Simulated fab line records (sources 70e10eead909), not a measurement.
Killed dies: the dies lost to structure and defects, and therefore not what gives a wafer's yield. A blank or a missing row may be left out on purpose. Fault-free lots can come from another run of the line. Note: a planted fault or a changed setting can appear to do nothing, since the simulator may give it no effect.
The tool behind it: which one? ; flow nandHarc ; 15 lots, 45 wafers sampled, at 4 steps of a route of 1302

WHAT THE GAUGES READ, wafer by wafer
The record lacks any reading of a measuring or inspecting step that a usual standard deviation could be used to judge.

WHICH TOOL RAN EACH LOT (tool, then ch and the chambers of the sampled wafers, then the start)
lot;NHARC_P_M1_DEP_33;NHARC_P_M2_DESCUM_14;NHARC_P_M2_ETCH_15;NHARC_P_M2_PVD_21
L324;pecvd-04 ch 0,1,2, day 7 05:02;rieDiel-05 ch 1,2,3, day 7 06:28;rieDiel-05 ch 0,1,3, day 7 07:44 or earlier;pvdSputter-01, day 7 07:44
L326;pecvd-03 ch 1,2, day 7 21:52;rieDiel-05 ch 0,2, day 7 23:07;rieDiel-05 ch 0,1, day 8 00:22 or earlier;pvdSputter-03, day 8 00:22
L327;pecvd-04 ch 0,1, day 8 13:12;rieDiel-05 ch 0,2,3, day 8 14:34;rieDiel-05 ch 0,1,2, day 8 15:47 or earlier;pvdSputter-02, day 8 15:47
L328;pecvd-03 ch 0,1, day 9 08:08;rieDiel-05 ch 1,2,3, day 9 09:25;rieDiel-05 ch 0,1,2, day 9 10:40 or earlier;pvdSputter-03, day 9 10:40
L334;pecvd-01 ch 0,1,2, day 11 10:17;rieDiel-01 ch 0,1,3, day 11 11:41;rieDiel-01 ch 0,2, day 11 12:56 or earlier;pvdSputter-02, day 11 12:56
L335;pecvd-01 ch 0,1, day 11 13:24;rieDiel-05 ch 1,2, day 11 14:50;rieDiel-05 ch 0,1,3, day 11 16:05 or earlier;pvdSputter-02, day 11 16:05
L336;pecvd-01 ch 0,2, day 12 01:11;rieDiel-07 ch 1,2, day 12 02:31;rieDiel-07 ch 1,2, day 12 03:47 or earlier;pvdSputter-03, day 12 03:47
L338;pecvd-01 ch 1,2, day 13 05:02;rieDiel-05 ch 2,3, day 13 06:26;rieDiel-05 ch 1,2, day 13 07:52 or earlier;pvdSputter-03, day 13 07:52
L339;pecvd-04 ch 0,1,2, day 13 10:06;rieDiel-05 ch 1,2,3, day 13 11:25;rieDiel-05 ch 1,2,3, day 13 12:42 or earlier;pvdSputter-02, day 13 12:42
L340;pecvd-04 ch 0,1,2, day 13 15:41;rieDiel-05 ch 2,3, day 13 17:05;rieDiel-05 ch 2,3, day 13 18:22 or earlier;pvdSputter-03, day 13 18:22
L341;pecvd-04 ch 0,1,2, day 14 04:22;rieDiel-05 ch 0,2,3, day 14 05:43;rieDiel-05 ch 0,2,3, day 14 06:58 or earlier;pvdSputter-02, day 14 06:58
L342;pecvd-01 ch 1,2, day 14 16:35;rieDiel-01 ch 1,2, day 14 18:09;rieDiel-01 ch 0,1,3, day 14 19:25 or earlier;pvdSputter-01, day 14 19:25
L343;pecvd-03 ch 1,2, day 14 20:13;rieDiel-01 ch 1,3, day 14 22:07;rieDiel-01 ch 2,3, day 14 23:22 or earlier;pvdSputter-02, day 14 23:22
L344;pecvd-04 ch 1,2, day 15 06:35;rieDiel-05 ch 0,1,3, day 15 08:02;rieDiel-05 ch 1,2,3, day 15 09:16 or earlier;pvdSputter-03, day 15 09:16
L345;pecvd-04 ch 0,2, day 15 19:18;rieDiel-01 ch 0,1,3, day 15 20:41;rieDiel-01 ch 0,1,2, day 15 21:56 or earlier;pvdSputter-02, day 15 21:56
- NHARC_P_M1_DEP_33: deposits SiCN, target thk 30 nm.
- NHARC_P_M2_DESCUM_14: chemistry O2, time 3 s.
- NHARC_P_M2_ETCH_15: etches the open film in C4F8/Ar, target depth 182.5 nm, time 91.2 s.
- NHARC_P_M2_PVD_21: deposits Cu, target thk 30 nm, time 20.49 s.

AS READ BY THE TOOLS THEMSELVES (means over the sampled wafers that have a number; for cases with no such wafer, the mark the record gives instead)
NHARC_P_M1_DEP_33. Usual: heaterPowerW reads 603 W (standard deviation 91).
lot;tool;heaterPowerW (W);flag
L324;pecvd-04;609;
L326;pecvd-03;579;
L327;pecvd-04;629;
L328;pecvd-03;570;
L334;pecvd-01;661;
L335;pecvd-01;687;
L336;pecvd-01;614;
L338;pecvd-01;640;
L339;pecvd-04;621;
L340;pecvd-04;577;
L341;pecvd-04;578;
L342;pecvd-01;584;
L343;pecvd-03;566;
L344;pecvd-04;627;
L345;pecvd-04;561;

NHARC_P_M2_DESCUM_14. Usual: chamberPressureMTorr 60.00 mTorr, standard deviation 0.056; drypumpMotorCurrentA 5.9 A, standard deviation 0.5; oesProductAu 0.993 a.u., standard deviation 0.009; rfVppV 57.9 V, standard deviation 0.89; showerheadPlenumPTorr 1.94 Torr, standard deviation 0.074; throttleValvePct 11.313 %, standard deviation 0.0086.
lot;tool;chamberPressureMTorr (mTorr);drypumpMotorCurrentA (A);oesProductAu (a.u.);rfVppV (V);showerheadPlenumPTorr (Torr);throttleValvePct (%);flag
L324;rieDiel-05;59.98;6.2;0.990;57.8;1.94;11.317;
L326;rieDiel-05;60.02;6.1;0.986;58.4;1.95;11.312;
L327;rieDiel-05;60.02;6.2;0.994;58.7;1.97;11.316;
L328;rieDiel-05;60.01;6.2;0.998;57.9;1.94;11.310;
L334;rieDiel-01;60.03;4.9;0.996;57.2;1.94;11.311;
L335;rieDiel-05;60.01;6.2;0.993;57.4;1.94;11.312;
L336;rieDiel-07;59.96;6.0;0.996;58.1;1.88;11.308;
L338;rieDiel-05;59.95;6.2;0.994;57.9;1.98;11.316;
L339;rieDiel-05;59.96;6.2;0.989;58.0;1.94;11.305;
L340;rieDiel-05;59.98;6.3;1.001;58.9;1.99;11.308;
L341;rieDiel-05;60.01;6.2;1.000;57.1;1.97;11.318;
L342;rieDiel-01;59.96;5.4;0.992;58.9;2.05;11.319;
L343;rieDiel-01;59.99;4.9;0.989;58.3;1.98;11.313;
L344;rieDiel-05;60.04;6.0;0.993;57.2;1.92;11.324;
L345;rieDiel-01;59.96;4.9;1.000;58.1;1.94;11.312;

NHARC_P_M2_ETCH_15. Usual: chamberPressureMTorr 24.999 mTorr, standard deviation 0.021; oesProductAu 0.937 a.u., standard deviation 0.02; rfVppV 441.7 V, standard deviation 2.4.
lot;tool;chamberPressureMTorr (mTorr);oesProductAu (a.u.);rfVppV (V);flag
L324;rieDiel-05;24.990;0.920;441.0;
L326;rieDiel-05;24.993;0.909;439.6;
L327;rieDiel-05;25.017;0.919;441.2;
L328;rieDiel-05;24.997;0.921;441.9;
L334;rieDiel-01;25.007;0.920;440.6;
L335;rieDiel-05;24.983;0.965;441.2;
L336;rieDiel-07;25.000;0.946;440.3;
L338;rieDiel-05;25.003;0.943;439.7;
L339;rieDiel-05;25.010;0.953;441.6;
L340;rieDiel-05;24.998;0.970;443.5;
L341;rieDiel-05;24.996;0.928;443.4;
L342;rieDiel-01;25.028;0.928;441.9;
L343;rieDiel-01;24.979;0.938;444.9;
L344;rieDiel-05;25.014;0.953;442.4;
L345;rieDiel-01;24.984;0.926;442.0;

NHARC_P_M2_PVD_21. Usual: cathodeDcPowerW 5000.1 W, standard deviation 0.94; chamberPressurePa 4.998 Pa, standard deviation 0.0096; throttleValvePct 29.8 %, standard deviation 1.2.
lot;tool;cathodeDcPowerW (W);chamberPressurePa (Pa);throttleValvePct (%);flag
L324;pvdSputter-01;4999.4;5.005;29.5;
L326;pvdSputter-03;5000.8;4.997;30.4;
L327;pvdSputter-02;4999.7;4.988;30.8;
L328;pvdSputter-03;4999.5;4.986;30.5;
L334;pvdSputter-02;-;-;-;OFF
L335;pvdSputter-02;-;-;-;OFF
L336;pvdSputter-03;-;-;-;OFF
L338;pvdSputter-03;4999.8;5.005;29.9;
L339;pvdSputter-02;4999.1;5.002;30.1;
L340;pvdSputter-03;5000.7;5.005;29.5;
L341;pvdSputter-02;4999.8;5.001;29.0;
L342;pvdSputter-01;5000.0;5.001;29.0;
L343;pvdSputter-02;4999.9;4.998;29.5;
L344;pvdSputter-03;5000.4;5.002;30.7;
L345;pvdSputter-02;5000.9;4.995;30.3;

THE ANSWER, worked out from the rows above alone
Rule: a lot counts as off when the mean over its wafers that have a number is more than 3 standard deviations away from the usual mean. Also off: a lot with no number at a reading for which 4 or more lots have one. Any other lot the step has rows for is counted as sound. First the gauges in route order, then the tools' own readings, where a lot's mean is used as printed above. The first step at which some lot is off is used, and at that step the reading that is off furthest; a lot without a number counts as furthest.
Off at NHARC_P_M2_PVD_21 (cathodeDcPowerW): L334, L335, L336. Without a number there: L334, L335, L336.
A tool fits if, at that step or a process step before it, it ran every lot that is off, and no sound lot after the first of them. Because NHARC_P_M2_ETCH_15 lacks a start for some lots, the hours and order of its lots are taken from NHARC_P_M2_PVD_21. Not one of the candidates tried fits.

WHAT WAS PUT IN BY THE SIMULATOR
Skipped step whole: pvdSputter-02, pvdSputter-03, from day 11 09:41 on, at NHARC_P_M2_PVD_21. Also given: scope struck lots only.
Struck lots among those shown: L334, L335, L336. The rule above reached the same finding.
